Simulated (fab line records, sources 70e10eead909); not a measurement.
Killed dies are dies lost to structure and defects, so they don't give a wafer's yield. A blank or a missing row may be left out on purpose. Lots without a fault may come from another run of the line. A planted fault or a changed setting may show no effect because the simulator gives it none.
Chamber matching | flow nand_harc | NHARC_A_SGD_CUT_DEP_00 on pecvd-03: 3 sister chambers
The step deposits SiNx, target thk 50 nm. 14 wafers are shown with their chamber, then 7 later ones without.

WAFERS WITH THEIR CHAMBER
wafer  | chamber | heater_power_w (W) | susceptor_temp_C (C)
L076.1 | 0       | 886                | 400.47
L076.4 | 0       | 899                | 399.95
L076.5 | 2       | 578                | 399.90
L079.1 | 0       | 899                | 400.09
L079.4 | 2       | 551                | 400.00
L079.6 | 0       | 895                | 399.90
L078.1 | 2       | 661                | 400.00
L078.4 | 0       | 931                | 400.03
L078.6 | 1       | 604                | 399.86
L082.1 | 1       | 605                | 400.18
L082.2 | 0       | 777                | 400.20
L082.4 | 2       | 537                | 400.29
L084.3 | 2       | 603                | 399.77
L084.5 | 2       | 610                | 399.99

SIGNATURES (means of the wafers above)
reading          | chamber 0 | chamber 1 | chamber 2 | scatter within a chamber
heater_power_w   | 881.17    | 604.50    | 590.00    | 47
susceptor_temp_C | 400.1067  | 400.0200  | 399.9917  | 0.194
Rule: a wafer's distance from a chamber is the root of the sum, over the readings, of the square of ((its reading less the chamber's mean) divided by the reading's scatter). The wafer belongs to the nearest chamber; if the next one is less than 2 further off, it can't be placed. The scatter: the root of (the sum of the squares of (reading less its chamber's mean) over the shown wafers, divided by (wafers less chambers)).

WAFERS WITHOUT THEIR CHAMBER
wafer  | heater_power_w (W) | susceptor_temp_C (C)
L084.6 | 878                | 400.29
L085.3 | 515                | 399.81
L085.4 | 534                | 400.06
L085.5 | 935                | 400.34
L090.1 | 878                | 400.06
L090.2 | 537                | 399.75
L090.4 | 596                | 400.05

WHICH CHAMBER EACH WENT THROUGH
wafer  | from the rows above     | in truth
L084.6 | 0                       | 0
L085.3 | can't be placed: 2 or 1 | 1
L085.4 | can't be placed: 2 or 1 | 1
L085.5 | 0                       | 0
L090.1 | 0                       | 0
L090.2 | can't be placed: 2 or 1 | 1
L090.4 | can't be placed: 1 or 2 | 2
Placed correctly: 3 of 7. Can't be placed from these rows: 4 (the true chamber is among the candidates in 4). Placed wrongly: 0.
